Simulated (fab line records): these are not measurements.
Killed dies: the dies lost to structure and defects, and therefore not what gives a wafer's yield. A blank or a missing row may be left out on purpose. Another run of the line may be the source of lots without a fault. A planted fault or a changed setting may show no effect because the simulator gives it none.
fab line records | flow n5Finfet | part 1 of 2: steps 1 to 22 of 30
[record] lots = 5 | wafers = 15 | lastDay = 16
route steps=1938 shown BEOL_M12@1617
lots with no fault: from the same line, run without faults
startH: the number of hours between the record's first day and the start of the first shown wafer of the lot | waitH: hours elapsed since this lot's preceding step | " unchanged from the row above | L1.1+2: one row covering several wafers at once | - no value, or no start given | * or withheld: withheld | < > ~ a bound
route shown NAME@n: NAME is a module with steps in the file, n the number in the route of the first one | usual: mean/standard deviation of fault-free wafers | same: alike in all rows | chamber/n: place in a boat | sites: readings site by site | _std_site: the values' standard deviation | _edge_site: inner sites' mean taken away from outer sites' mean | radiusMm: for every site, how far away it sits from the centre of the wafer | mask NAME#n: copy n | behind: tool/chamber where the wafer was last shaped | hold: cause of the lot's hold/its duration in hours/its outcome | device: whichever transistor did not switch (one of n, p or np) | end of line: the same wafers' tests at the end of the route | step lacking rows: just its recipe | killed: the dies lost at the first sort to structure and to defects; this is not the yield of the wafer | map: shows each die of a wafer: x if killed, . if not, _ if none is there
set.NAME: setting as actually run; set.NAME@STEP: the setting as run at that earlier step | model.NAME: the simulator's own value behind a step, which no gauge read
a table for each step, a row for each wafer; lots at some steps of the route
services: from which hour (startH, from the record's first day; less than 0 if before it) a tool's chamber was out of use, for how many hours, and why
[[steps]]
[step N5_BEOL_M12_VIA_ETCH_16]
[recipe] chemistry = C4F8/O2/Ar | target = SiOC | pressureMtorr = 30 | sourceW = 3000 | biasW = 700 | Ar_flow_sccm = 400 | C4F8_flow_sccm = 15 | O2_flow_sccm = 8 | heInnerTorr = 15 | heOuterTorr = 30 | targetDepthA = 7248 | timeS = withheld | ionEnergyEv = 250 | ends = cleared
[usual] drypumpMotorCurrentA = 5.6/0.55 | oesProductAu = 0.73/0.077 | rfVppV = 664.7/2.8 | showerheadPlenumPTorr = 3.40/0.095 | throttleValvePct = 24.15/0.27
lot.wafer | tool       | chamber | startH | waitH | drypumpMotorCurrentA | oesProductAu | rfVppV | showerheadPlenumPTorr | throttleValvePct
L077.1    | rieDiel-06 | 1       | 264.65 | 0.0   | 4.9                  | 0.67         | 662.5  | 3.30                  | 24.73
L077.3    | "          | 0       | "      | "     | 5.6                  | 0.67         | 664.3  | 3.44                  | 24.38
L077.6    | "          | 1       | "      | "     | 4.9                  | 0.66         | 660.8  | 3.30                  | 24.72
L085.1    | rieDiel-05 | 0       | 296.11 | 0.0   | 6.1                  | 0.75         | 664.2  | 3.34                  | 23.96
L085.4    | "          | 3       | "      | "     | 6.1                  | 0.62         | 665.9  | 3.50                  | 24.60
L085.6    | "          | 3       | "      | "     | 6.1                  | 0.62         | 668.4  | 3.50                  | 24.61
L081.1    | rieDiel-01 | 3       | 296.49 | 0.0   | 5.2                  | 0.82         | 663.7  | 3.33                  | 23.94
L081.2    | "          | 2       | "      | "     | 6.4                  | 0.71         | 666.2  | 3.46                  | 23.90
L081.4    | "          | 0       | "      | "     | 4.9                  | 0.69         | 662.2  | 3.28                  | 24.27
L088.1    | rieDiel-01 | 2       | 314.19 | 0.0   | 6.5                  | 0.70         | 665.3  | 3.46                  | 23.89
L088.3    | "          | 1       | "      | "     | 5.1                  | 0.64         | 664.1  | 3.37                  | 24.09
L088.6    | "          | 1       | "      | "     | 5.1                  | 0.64         | 666.0  | 3.37                  | 24.08
L089.1    | rieDiel-06 | 3       | 330.41 | 0.0   | 5.4                  | 0.81         | 671.0  | 3.64                  | 24.37
L089.2    | "          | 1       | "      | "     | 4.8                  | 0.64         | 661.0  | 3.29                  | 24.75
L089.3    | "          | 0       | "      | "     | 5.6                  | 0.65         | 663.5  | 3.43                  | 24.41
[step N5_BEOL_M12_STRIP_63]
[recipe] chemistry = N2/H2 | powerW = 1000 | tempC = 250 | h2Frac = 0.65 | overashFraction = 0.3 | pressureMtorr = 1000 | n2FlowSccm = 1750 | h2FlowSccm = 3250
[usual] drypumpMotorCurrentA = 5.59/0.24 | heaterPowerW = 332/17 | oesProductAu = 0.694/0.0045 | stripTimeToEndpointS = 42.6/0.77
lot.wafer | tool           | chamber | startH | waitH | drypumpMotorCurrentA | heaterPowerW | oesProductAu | rfHoursCounterH | stripTimeToEndpointS
L077.1    | plasmaAsher-02 | 1       | 264.85 | -     | 5.75                 | 321          | 0.691        | 62              | 41.8
L077.3    | "              | 0       | "      | "     | 5.38                 | 349          | 0.694        | -               | 42.0
L077.6    | "              | 0       | "      | "     | 5.40                 | 346          | 0.691        | -               | 41.6
L085.1    | plasmaAsher-02 | 0       | 296.39 | -     | 5.34                 | 346          | 0.694        | 69              | 42.7
L085.4    | "              | 0       | "      | "     | 5.35                 | 340          | 0.699        | -               | 42.4
L085.6    | "              | 0       | "      | "     | 5.31                 | 346          | 0.692        | -               | 43.0
L081.1    | plasmaAsher-02 | 1       | 296.81 | -     | 5.80                 | 318          | 0.689        | 69              | 42.9
L081.2    | "              | 0       | "      | "     | 5.38                 | 342          | 0.693        | 69              | 41.4
L081.4    | "              | 0       | "      | "     | 5.36                 | 335          | 0.685        | -               | 41.7
L088.1    | plasmaAsher-02 | 0       | 314.39 | -     | 5.36                 | 346          | 0.705        | 73              | 42.7
L088.3    | "              | 1       | "      | "     | 5.81                 | 316          | 0.695        | -               | 42.6
L088.6    | "              | 0       | "      | "     | 5.33                 | 348          | 0.695        | -               | 42.1
L089.1    | plasmaAsher-01 | 1       | 330.61 | -     | 5.86                 | 307          | 0.702        | 152             | 43.2
L089.2    | "              | 0       | "      | "     | 5.37                 | 355          | 0.691        | 152             | 42.6
L089.3    | "              | 0       | "      | "     | 5.37                 | 350          | 0.696        | -               | 42.6
[step N5_BEOL_M12_STRIP_64]
[recipe] chemistry = N2/H2 | powerW = 1000 | tempC = 250 | h2Frac = 0.65 | overashFraction = 0.3 | pressureMtorr = withheld | n2FlowSccm = 1750 | h2FlowSccm = 3250
[usual] drypumpMotorCurrentA = 5.59/0.23 | heaterPowerW = 332/17 | oesProductAu = 0.715/0.0044 | stripTimeToEndpointS = 31.31/0.052
lot.wafer | tool           | chamber | startH | waitH | drypumpMotorCurrentA | heaterPowerW | oesProductAu | rfHoursCounterH | stripTimeToEndpointS
L077.1    | plasmaAsher-02 | 1       | 264.91 | 0.0   | 5.77                 | 322          | 0.714        | 62              | 31.24
L077.3    | "              | 0       | "      | "     | 5.38                 | 340          | 0.709        | -               | 31.18
L077.6    | "              | 0       | "      | "     | 5.36                 | 337          | 0.721        | -               | 31.23
L085.1    | plasmaAsher-02 | 0       | 296.45 | 0.0   | 5.36                 | 342          | 0.715        | 69              | 31.28
L085.4    | "              | 0       | "      | "     | 5.32                 | 351          | 0.713        | -               | 31.29
L085.6    | "              | 0       | "      | "     | 5.32                 | 344          | 0.713        | -               | 31.26
L081.1    | plasmaAsher-02 | 1       | 296.87 | 0.0   | 5.76                 | 312          | 0.722        | 69              | 31.23
L081.2    | "              | 0       | "      | "     | 5.32                 | 333          | 0.719        | 69              | 31.22
L081.4    | "              | 0       | "      | "     | 5.36                 | 339          | 0.713        | -               | 31.26
L088.1    | plasmaAsher-02 | 0       | 314.45 | 0.0   | 5.34                 | 358          | 0.714        | 73              | 31.30
L088.3    | "              | 1       | "      | "     | 5.79                 | 314          | 0.716        | -               | 31.31
L088.6    | "              | 0       | "      | "     | 5.35                 | 341          | 0.709        | -               | 31.31
L089.1    | plasmaAsher-01 | 1       | 330.67 | 0.0   | 5.90                 | 310          | 0.716        | 152             | 31.34
L089.2    | "              | 0       | "      | "     | 5.34                 | 346          | 0.712        | 152             | 31.32
L089.3    | "              | 0       | "      | "     | 5.33                 | 348          | 0.713        | -               | 31.37
[step N5_BEOL_M12_STRIP_71]
[recipe] chemistry = postEtchResidueRemover | timeS = 60 | tempC = 25 | removerPh = withheld | removerWaterWtPct = withheld | removerFluorideWtPct = withheld
lot.wafer  | tool        | chamber | startH | waitH
L077.1+3+6 | wetBench-02 | 5,1,4   | 265.00 | 0.1
L085.1+4+6 | wetBench-04 | 6,3,2   | 296.54 | 0.1
L081.1+2+4 | wetBench-03 | 0,1,2   | 296.96 | 0.1
L088.1+3+6 | wetBench-02 | 1,3,4   | 314.54 | 0.1
L089.1+2+3 | wetBench-02 | 6,3,2   | 330.76 | 0.1
[step N5_BEOL_M12_SRD_72]
[recipe] timeS = 30 | tempC = 23 | rinseLiquid = diw | dry = n2Spin | spinRpm = 1500 | dryTimeS = 30
lot.wafer  | tool        | chamber | startH | waitH
L077.1+3+6 | wetBench-02 | 5,1,4   | 265.02 | 0.0
L085.1+4+6 | wetBench-04 | 6,3,2   | 296.56 | 0.0
L081.1+2+4 | wetBench-03 | 0,1,2   | 296.98 | 0.0
L088.1+3+6 | wetBench-02 | 1,3,4   | 314.56 | 0.0
L089.1+2+3 | wetBench-02 | 6,3,2   | 330.78 | 0.0
[step N5_BEOL_M12_CD_MEAS_17]
[recipe] targetCdNm = 140 | polarity = opening
[usual] cdNm = 139.8/1.9
lot.wafer | tool     | chamber | startH | waitH | cdNm
L077.1    | cdSem-01 | -       | 265.06 | 0.0   | 141.1
L077.3    | "        | -       | "      | "     | 138.3
L077.6    | "        | -       | "      | "     | 139.2
L085.1    | cdSem-01 | -       | 296.60 | 0.0   | 141.9
L085.4    | "        | -       | "      | "     | 139.5
L085.6    | "        | -       | "      | "     | 141.2
L081.1    | cdSem-01 | -       | 297.02 | 0.0   | 142.4
L081.2    | "        | -       | "      | "     | 140.1
L081.4    | "        | -       | "      | "     | 141.5
L088.1    | cdSem-03 | -       | 314.60 | 0.0   | 141.2
L088.3    | "        | -       | "      | "     | 140.3
L088.6    | "        | -       | "      | "     | 138.3
L089.1    | cdSem-01 | -       | 330.82 | 0.0   | 137.5
L089.2    | "        | -       | "      | "     | 138.2
L089.3    | "        | -       | "      | "     | 138.4
[step N5_BEOL_M12_COAT_65]
[recipe] resist = SOC | tempC = 250 | timeS = 60 | spinRpm = 1500 | resistThkNm = 300
[usual] exhaustPa = 45.1/0.95
lot.wafer | tool          | chamber | startH | waitH | exhaustPa
L077.1    | lithoTrack-01 | 0       | 265.09 | 0.0   | 45.5
L077.3    | "             | 0       | "      | "     | 45.6
L077.6    | "             | 0       | "      | "     | 46.0
L085.1    | lithoTrack-01 | 0       | 296.64 | 0.0   | 45.3
L085.4    | "             | 0       | "      | "     | 45.3
L085.6    | "             | 0       | "      | "     | 45.1
L081.1    | lithoTrack-01 | 0       | 297.05 | 0.0   | 43.7
L081.2    | "             | 0       | "      | "     | 44.7
L081.4    | "             | 0       | "      | "     | 43.6
L088.1    | lithoTrack-02 | 0       | 314.63 | 0.0   | 46.7
L088.3    | "             | 0       | "      | "     | 46.6
L088.6    | "             | 0       | "      | "     | 45.6
L089.1    | lithoTrack-02 | 0       | 330.86 | 0.0   | 45.7
L089.2    | "             | 0       | "      | "     | 46.5
L089.3    | "             | 0       | "      | "     | 44.7
[step N5_BEOL_M12_COAT_66]
[recipe] resist = SiARC | tempC = 220 | timeS = 60 | spinRpm = 1500 | resistThkNm = 110
[usual] exhaustPa = 45.0/0.94
lot.wafer | tool          | chamber | startH | waitH | exhaustPa
L077.1    | lithoTrack-01 | 0       | -      | -     | 42.1
L077.3    | "             | 0       | "      | "     | 44.7
L077.6    | "             | 0       | "      | "     | 44.4
L085.1    | lithoTrack-01 | 0       | -      | -     | 45.1
L085.4    | "             | 0       | "      | "     | 44.9
L085.6    | "             | 0       | "      | "     | 43.8
L081.1    | lithoTrack-01 | 0       | -      | -     | 46.5
L081.2    | "             | 0       | "      | "     | 43.9
L081.4    | "             | 0       | "      | "     | 44.3
L088.1    | lithoTrack-02 | 0       | -      | -     | 46.4
L088.3    | "             | 0       | "      | "     | 45.1
L088.6    | "             | 0       | "      | "     | 45.7
L089.1    | lithoTrack-02 | 0       | -      | -     | 45.8
L089.2    | "             | 0       | "      | "     | 44.7
L089.3    | "             | 0       | "      | "     | 44.4
[step N5_BEOL_M12_COAT_22]
[recipe] spinRpm = 2888 | resistThkNm = 300
[usual] exhaustPa = 45.0/1
lot.wafer | tool          | chamber | startH | waitH | exhaustPa
L077.1    | lithoTrack-01 | 0       | -      | -     | 44.3
L077.3    | "             | 0       | "      | "     | 44.6
L077.6    | "             | 0       | "      | "     | 44.0
L085.1    | lithoTrack-01 | 0       | -      | -     | 45.0
L085.4    | "             | 0       | "      | "     | 45.9
L085.6    | "             | 0       | "      | "     | 46.0
L081.1    | lithoTrack-01 | 0       | -      | -     | 44.2
L081.2    | "             | 0       | "      | "     | 44.7
L081.4    | "             | 0       | "      | "     | 45.4
L088.1    | lithoTrack-02 | 0       | -      | -     | 44.8
L088.3    | "             | 0       | "      | "     | 44.9
L088.6    | "             | 0       | "      | "     | 43.9
L089.1    | lithoTrack-02 | 0       | -      | -     | 45.5
L089.2    | "             | 0       | "      | "     | 45.5
L089.3    | "             | 0       | "      | "     | 46.5
[step N5_BEOL_M12_EBR_24]
[recipe] solvent = PGMEA | ebrWidthMm = 1.5
[usual] exhaustPa = 45.0/0.9
lot.wafer | tool          | chamber | startH | waitH | exhaustPa
L077.1    | lithoTrack-01 | 0       | -      | -     | 43.8
L077.3    | "             | 0       | "      | "     | 44.6
L077.6    | "             | 0       | "      | "     | 43.8
L085.1    | lithoTrack-01 | 0       | -      | -     | 44.5
L085.4    | "             | 0       | "      | "     | 45.6
L085.6    | "             | 0       | "      | "     | 44.3
L081.1    | lithoTrack-01 | 0       | -      | -     | 46.2
L081.2    | "             | 0       | "      | "     | 46.0
L081.4    | "             | 0       | "      | "     | 46.7
L088.1    | lithoTrack-02 | 0       | -      | -     | 45.7
L088.3    | "             | 0       | "      | "     | 44.8
L088.6    | "             | 0       | "      | "     | 44.9
L089.1    | lithoTrack-02 | 0       | -      | -     | 44.6
L089.2    | "             | 0       | "      | "     | 44.9
L089.3    | "             | 0       | "      | "     | 45.3
[step N5_BEOL_M12_SOFTBAKE_23]
[recipe] tempC = 130 | timeS = 60
[usual] exhaustPa = 44.9/0.78
lot.wafer | tool          | chamber | startH | waitH | exhaustPa
L077.1    | lithoTrack-01 | 0       | -      | -     | 44.6
L077.3    | "             | 0       | "      | "     | 43.1
L077.6    | "             | 0       | "      | "     | 44.2
L085.1    | lithoTrack-01 | 0       | -      | -     | 46.1
L085.4    | "             | 0       | "      | "     | 45.2
L085.6    | "             | 0       | "      | "     | 46.2
L081.1    | lithoTrack-01 | 0       | -      | -     | 45.4
L081.2    | "             | 0       | "      | "     | 44.8
L081.4    | "             | 0       | "      | "     | 45.7
L088.1    | lithoTrack-02 | 0       | -      | -     | 45.8
L088.3    | "             | 0       | "      | "     | 45.4
L088.6    | "             | 0       | "      | "     | 45.4
L089.1    | lithoTrack-02 | 0       | -      | -     | 46.3
L089.2    | "             | 0       | "      | "     | 44.9
L089.3    | "             | 0       | "      | "     | 45.1
[step N5_BEOL_M12_EXPOSE_25]
[recipe] maskId = M12 | na = 0.93 | sourceShape = conventional | sigmaOuter = 0.4 | polarization = unpolarized | doseMj = 21.8
lot.wafer  | tool          | chamber | startH | waitH | mask
L077.1+3+6 | krfScanner-02 | 0       | 265.21 | -     | M12#0
L085.1+4+6 | krfScanner-02 | 0       | 296.76 | -     | M12#0
L081.1+2+4 | krfScanner-02 | 0       | 297.17 | -     | M12#0
L088.1+3+6 | krfScanner-02 | 0       | 314.75 | -     | M12#0
L089.1+2+3 | krfScanner-02 | 0       | 331.10 | -     | M12#0
[step N5_BEOL_M12_PEB_26]
[recipe] pebTempC = 130 | pebTimeS = 90
[usual] exhaustPa = 45.0/0.79
lot.wafer | tool          | chamber | startH | waitH | exhaustPa
L077.1    | lithoTrack-01 | 0       | 265.27 | 0.1   | 44.8
L077.3    | "             | 0       | "      | "     | 44.6
L077.6    | "             | 0       | "      | "     | 44.9
L085.1    | lithoTrack-01 | 0       | 296.81 | 0.1   | 45.6
L085.4    | "             | 0       | "      | "     | 45.9
L085.6    | "             | 0       | "      | "     | 44.8
L081.1    | lithoTrack-02 | 0       | 297.23 | 0.1   | 44.6
L081.2    | "             | 0       | "      | "     | 44.1
L081.4    | "             | 0       | "      | "     | 45.7
L088.1    | lithoTrack-05 | 0       | 314.81 | 0.1   | 43.7
L088.3    | "             | 0       | "      | "     | 44.2
L088.6    | "             | 0       | "      | "     | 44.8
L089.1    | lithoTrack-05 | 0       | 331.16 | 0.1   | 44.7
L089.2    | "             | 0       | "      | "     | 45.2
L089.3    | "             | 0       | "      | "     | 45.7
[step N5_BEOL_M12_DEVELOP_27]
[recipe] developTimeS = 45 | rinseLiquid = diw | dry = airSpin | devTempC = 21
[usual] exhaustPa = 44.9/0.76
lot.wafer | tool          | chamber | startH | waitH | exhaustPa
L077.1    | lithoTrack-01 | 0       | -      | -     | 45.0
L077.3    | "             | 0       | "      | "     | 45.4
L077.6    | "             | 0       | "      | "     | 45.7
L085.1    | lithoTrack-01 | 0       | -      | -     | 44.7
L085.4    | "             | 0       | "      | "     | 45.1
L085.6    | "             | 0       | "      | "     | 45.1
L081.1    | lithoTrack-02 | 0       | -      | -     | 45.1
L081.2    | "             | 0       | "      | "     | 44.4
L081.4    | "             | 0       | "      | "     | 44.2
L088.1    | lithoTrack-05 | 0       | -      | -     | 45.3
L088.3    | "             | 0       | "      | "     | 46.0
L088.6    | "             | 0       | "      | "     | 45.0
L089.1    | lithoTrack-05 | 0       | -      | -     | 43.5
L089.2    | "             | 0       | "      | "     | 44.1
L089.3    | "             | 0       | "      | "     | 45.6
[step N5_BEOL_M12_HARDBAKE_32]
[recipe] tempC = 130 | timeS = 120
[usual] exhaustPa = 45.0/0.88
lot.wafer | tool          | chamber | startH | waitH | exhaustPa
L077.1    | lithoTrack-01 | 0       | -      | -     | 44.6
L077.3    | "             | 0       | "      | "     | 42.8
L077.6    | "             | 0       | "      | "     | 43.7
L085.1    | lithoTrack-01 | 0       | -      | -     | 45.4
L085.4    | "             | 0       | "      | "     | 45.7
L085.6    | "             | 0       | "      | "     | 46.3
L081.1    | lithoTrack-02 | 0       | -      | -     | 43.6
L081.2    | "             | 0       | "      | "     | 45.9
L081.4    | "             | 0       | "      | "     | 45.4
L088.1    | lithoTrack-05 | 0       | -      | -     | 45.3
L088.3    | "             | 0       | "      | "     | 44.1
L088.6    | "             | 0       | "      | "     | 44.5
L089.1    | lithoTrack-05 | 0       | -      | -     | 43.7
L089.2    | "             | 0       | "      | "     | 44.1
L089.3    | "             | 0       | "      | "     | 45.1
[step N5_BEOL_M12_CD_MEAS_28]
[recipe] targetCdNm = 160.2 | landingEnergyEv = 500 | detector = seInlens | polarity = opening
[usual] cdNm = 159.8/1.4
lot.wafer | tool     | chamber | startH | waitH | cdNm
L077.1    | cdSem-01 | 0       | 265.38 | -     | 161.3
L077.3    | "        | 0       | "      | "     | 161.2
L077.6    | "        | 0       | "      | "     | 160.6
L085.1    | cdSem-03 | 0       | 296.93 | -     | 160.0
L085.4    | "        | 0       | "      | "     | 159.0
L085.6    | "        | 0       | "      | "     | 160.6
L081.1    | cdSem-02 | 0       | 297.34 | -     | 159.3
L081.2    | "        | 0       | "      | "     | 161.9
L081.4    | "        | 0       | "      | "     | 161.1
L088.1    | cdSem-02 | 0       | 314.92 | -     | 159.0
L088.3    | "        | 0       | "      | "     | 157.9
L088.6    | "        | 0       | "      | "     | 159.0
L089.1    | cdSem-01 | 0       | 331.28 | -     | 160.9
L089.2    | "        | 0       | "      | "     | 159.4
L089.3    | "        | 0       | "      | "     | 161.3
[step N5_BEOL_M12_OVL_MEAS_29]
[recipe] pointsPerWafer = 44
[usual] M12_OVL = 1/5.6
lot.wafer | tool       | chamber | startH | waitH | M12_OVL[nm]
L077.1    | overlay-02 | 0       | 265.41 | 0.0   | 3
L077.3    | "          | 0       | "      | "     | 2
L077.6    | "          | 0       | "      | "     | 0
L085.1    | overlay-02 | 0       | 296.96 | 0.0   | 6
L085.4    | "          | 0       | "      | "     | 4
L085.6    | "          | 0       | "      | "     | 2
L081.1    | overlay-02 | 0       | 297.38 | 0.0   | 4
L081.2    | "          | 0       | "      | "     | 6
L081.4    | "          | 0       | "      | "     | 6
L088.1    | overlay-01 | 0       | 314.97 | 0.0   | 9
L088.3    | "          | 0       | "      | "     | 3
L088.6    | "          | 0       | "      | "     | 6
L089.1    | overlay-02 | 0       | 331.31 | 0.0   | 5
L089.2    | "          | 0       | "      | "     | -1
L089.3    | "          | 0       | "      | "     | 3
[step N5_BEOL_M12_INSPECT_30]
[recipe] mode = adi | inspectInstrument = macro
[usual] rawDefectCount = 2.0/1.5
lot.wafer | tool             | chamber | startH | waitH | rawDefectCount
L077.1    | defectInspect-02 | -       | 265.44 | 0.0   | 5
L077.3    | "                | -       | "      | "     | 4
L077.6    | "                | -       | "      | "     | 0
L085.1    | defectInspect-01 | -       | 296.98 | 0.0   | 4
L085.4    | "                | -       | "      | "     | 1
L085.6    | "                | -       | "      | "     | 2
L081.1    | defectInspect-02 | -       | 297.40 | 0.0   | 2
L081.2    | "                | -       | "      | "     | 1
L081.4    | "                | -       | "      | "     | 5
L088.1    | defectInspect-01 | -       | 314.99 | 0.0   | 3
L088.3    | "                | -       | "      | "     | 2
L088.6    | "                | -       | "      | "     | 1
L089.1    | defectInspect-01 | -       | 331.33 | 0.0   | 0
L089.2    | "                | -       | "      | "     | 0
L089.3    | "                | -       | "      | "     | 1
[step N5_BEOL_M12_DESCUM_33]
[recipe] chemistry = O2 | timeS = 7.9 | sourcePowerW = 50 | biasPowerW = 20 | pressureMtorr = 20 | rfFrequencyHz = 2.712e+07 | tempC = 40 | o2FlowSccm = 225
[usual] drypumpMotorCurrentA = 5.6/0.56 | oesProductAu = 0.82/0.085 | rfVppV = 243.1/1.3 | showerheadPlenumPTorr = 2.08/0.065 | throttleValvePct = 20.34/0.25
lot.wafer | tool       | chamber | startH | waitH | drypumpMotorCurrentA | oesProductAu | rfHoursCounterH | rfVppV | showerheadPlenumPTorr | throttleValvePct
L077.1    | rieDiel-06 | 1       | 265.86 | 0.4   | 4.9                  | 0.74         | 191             | 242.5  | 2.01                  | 20.91
L077.3    | "          | 0       | "      | "     | 5.6                  | 0.75         | 190             | 244.0  | 2.08                  | 20.43
L077.6    | "          | 1       | "      | "     | 4.8                  | 0.73         | -               | 242.0  | 2.01                  | 20.89
L085.1    | rieDiel-01 | 2       | 297.02 | 0.0   | 6.5                  | 0.79         | 110             | 243.0  | 2.11                  | 20.04
L085.4    | "          | 0       | "      | "     | 4.9                  | 0.78         | 150             | 242.4  | 2.02                  | 20.66
L085.6    | "          | 1       | "      | "     | 5.1                  | 0.71         | -               | 242.4  | 2.06                  | 20.32
L081.1    | rieDiel-01 | 0       | 297.50 | 0.1   | 4.9                  | 0.77         | 150             | 241.1  | 2.02                  | 20.67
L081.2    | "          | 1       | "      | "     | 5.1                  | 0.71         | 202             | 242.5  | 2.06                  | 20.34
L081.4    | "          | 2       | "      | "     | 6.3                  | 0.79         | 110             | 243.8  | 2.11                  | 20.03
L088.1    | rieDiel-01 | 1       | 315.03 | 0.0   | 5.1                  | 0.70         | 208             | 242.6  | 2.05                  | 20.34
L088.3    | "          | 0       | "      | "     | 4.9                  | 0.77         | 157             | 240.8  | 2.02                  | 20.68
L088.6    | "          | 0       | "      | "     | 4.9                  | 0.77         | -               | 242.0  | 2.02                  | 20.68
L089.1    | rieDiel-05 | 2       | 331.37 | 0.0   | 5.5                  | 0.88         | 43              | 243.0  | 2.13                  | 20.08
L089.2    | "          | 0       | "      | "     | 6.1                  | 0.82         | 93              | 243.3  | 2.04                  | 20.21
L089.3    | "          | 1       | "      | "     | 5.8                  | 0.90         | 33              | 241.2  | 2.05                  | 20.18
[step N5_BEOL_M12_ETCH_67]
[recipe] chemistry = CF4 | target = SiARC | targetDepthA = 1430 | timeS = 238.3 | ionEnergyEv = 80 | pressureMtorr = 40 | sourceW = 545 | biasW = 36 | Ar_flow_sccm = 100 | cf4FlowSccm = 100 | ends = cleared
[usual] drypumpMotorCurrentA = 5.6/0.56 | etchRfOnTimeS = 237/4 | oesProductAu = 0.70/0.07 | rfVppV = 183.9/1.2 | showerheadPlenumPTorr = 2.13/0.067 | throttleValvePct = 15.52/0.25
lot.wafer | tool       | chamber | startH | waitH | drypumpMotorCurrentA | etchRfOnTimeS | oesProductAu | rfHoursCounterH | rfVppV | showerheadPlenumPTorr | throttleValvePct
L077.1    | rieDiel-06 | 1       | 265.90 | 0.0   | 4.9                  | 235           | 0.63         | 191             | 183.0  | 2.06                  | 16.05
L077.3    | "          | 0       | "      | "     | 5.6                  | 234           | 0.64         | 190             | 183.9  | 2.14                  | 15.73
L077.6    | "          | 1       | "      | "     | 4.9                  | 234           | 0.63         | -               | 183.4  | 2.06                  | 16.06
L085.1    | rieDiel-01 | 2       | 297.05 | 0.0   | 6.4                  | 226           | 0.69         | 110             | 185.5  | 2.16                  | 15.33
L085.4    | "          | 0       | "      | "     | 4.9                  | 235           | 0.65         | 150             | 182.5  | 2.06                  | 15.75
L085.6    | "          | 1       | "      | "     | 5.1                  | 233           | 0.62         | -               | 183.3  | 2.12                  | 15.63
L081.1    | rieDiel-01 | 0       | 297.54 | 0.0   | 4.9                  | 236           | 0.66         | 150             | 182.3  | 2.06                  | 15.74
L081.2    | "          | 1       | "      | "     | 5.0                  | 238           | 0.61         | 202             | 184.0  | 2.12                  | 15.63
L081.4    | "          | 2       | "      | "     | 6.4                  | 230           | 0.68         | 110             | 183.9  | 2.16                  | 15.31
L088.1    | rieDiel-01 | 1       | 315.06 | 0.0   | 5.1                  | 240           | 0.60         | 208             | 185.0  | 2.12                  | 15.64
L088.3    | "          | 0       | "      | "     | 4.9                  | 238           | 0.65         | 157             | 182.9  | 2.06                  | 15.76
L088.6    | "          | 0       | "      | "     | 4.9                  | 241           | 0.65         | -               | 181.5  | 2.06                  | 15.76
L089.1    | rieDiel-05 | 2       | 331.40 | 0.0   | 5.5                  | 235           | 0.75         | 43              | 184.9  | 2.17                  | 15.14
L089.2    | "          | 0       | "      | "     | 6.1                  | 242           | 0.69         | 93              | 182.8  | 2.09                  | 15.39
L089.3    | "          | 1       | "      | "     | 5.7                  | 239           | 0.77         | 33              | 183.2  | 2.10                  | 15.38
[step N5_BEOL_M12_ETCH_68]
[recipe] chemistry = N2/H2 | target = SOC | maskMaterial = SiARC | sourceW = 3000 | biasW = 350 | tempC = 40 | timeS = 285 | ionEnergyEv = 200 | pressureMtorr = 30 | n2FlowSccm = 200 | h2FlowSccm = 200
[usual] drypumpMotorCurrentA = 5.6/0.56 | oesProductAu = 0.82/0.085 | rfVppV = 523.7/2.5 | showerheadPlenumPTorr = 2.54/0.088 | throttleValvePct = 17.71/0.24
lot.wafer | tool       | chamber | startH | waitH | drypumpMotorCurrentA | oesProductAu | rfHoursCounterH | rfVppV | showerheadPlenumPTorr | throttleValvePct
L077.1    | rieDiel-06 | 1       | 266.04 | 0.1   | 4.9                  | 0.73         | 191             | 519.8  | 2.43                  | 18.07
L077.3    | "          | 0       | "      | "     | 5.6                  | 0.75         | 190             | 523.6  | 2.52                  | 17.74
L077.6    | "          | 1       | "      | "     | 4.9                  | 0.74         | -               | 521.0  | 2.43                  | 18.08
L085.1    | rieDiel-01 | 2       | 297.20 | 0.1   | 6.5                  | 0.79         | 110             | 524.5  | 2.55                  | 17.28
L085.4    | "          | 0       | "      | "     | 4.9                  | 0.77         | 150             | 520.9  | 2.44                  | 17.91
L085.6    | "          | 1       | "      | "     | 5.1                  | 0.71         | -               | 523.4  | 2.52                  | 17.80
L081.1    | rieDiel-01 | 0       | 297.69 | 0.1   | 4.9                  | 0.77         | 150             | 522.4  | 2.44                  | 17.90
L081.2    | "          | 1       | "      | "     | 5.1                  | 0.72         | 202             | 522.2  | 2.52                  | 17.82
L081.4    | "          | 2       | "      | "     | 6.4                  | 0.79         | 110             | 524.6  | 2.55                  | 17.26
L088.1    | rieDiel-01 | 1       | 315.21 | 0.1   | 5.1                  | 0.71         | 208             | 523.6  | 2.52                  | 17.82
L088.3    | "          | 0       | "      | "     | 4.9                  | 0.75         | 157             | 521.2  | 2.44                  | 17.92
L088.6    | "          | 0       | "      | "     | 4.9                  | 0.77         | -               | 520.2  | 2.44                  | 17.90
L089.1    | rieDiel-05 | 2       | 331.55 | 0.1   | 5.5                  | 0.88         | 43              | 525.3  | 2.60                  | 17.52
L089.2    | "          | 0       | "      | "     | 6.1                  | 0.80         | 93              | 521.7  | 2.46                  | 17.54
L089.3    | "          | 1       | "      | "     | 5.8                  | 0.90         | 33              | 521.5  | 2.48                  | 17.51
[step N5_BEOL_M12_STRIP_69]
[recipe] chemistry = N2/H2 | tempC = 40 | n2FlowSccm = 200 | h2FlowSccm = 200 | rfFrequencyHz = 6e+07
lot.wafer  | tool       | chamber | startH | waitH
L077.1+3+6 | rieDiel-06 | 1,0,1   | 266.22 | 0.1
L085.1+4+6 | rieDiel-01 | 2,0,1   | 297.37 | 0.1
L081.1+2+4 | rieDiel-01 | 0,1,2   | 297.86 | 0.1
L088.1+3+6 | rieDiel-01 | 1,0,0   | 315.38 | 0.1
L089.1+2+3 | rieDiel-05 | 2,0,1   | 331.72 | 0.1
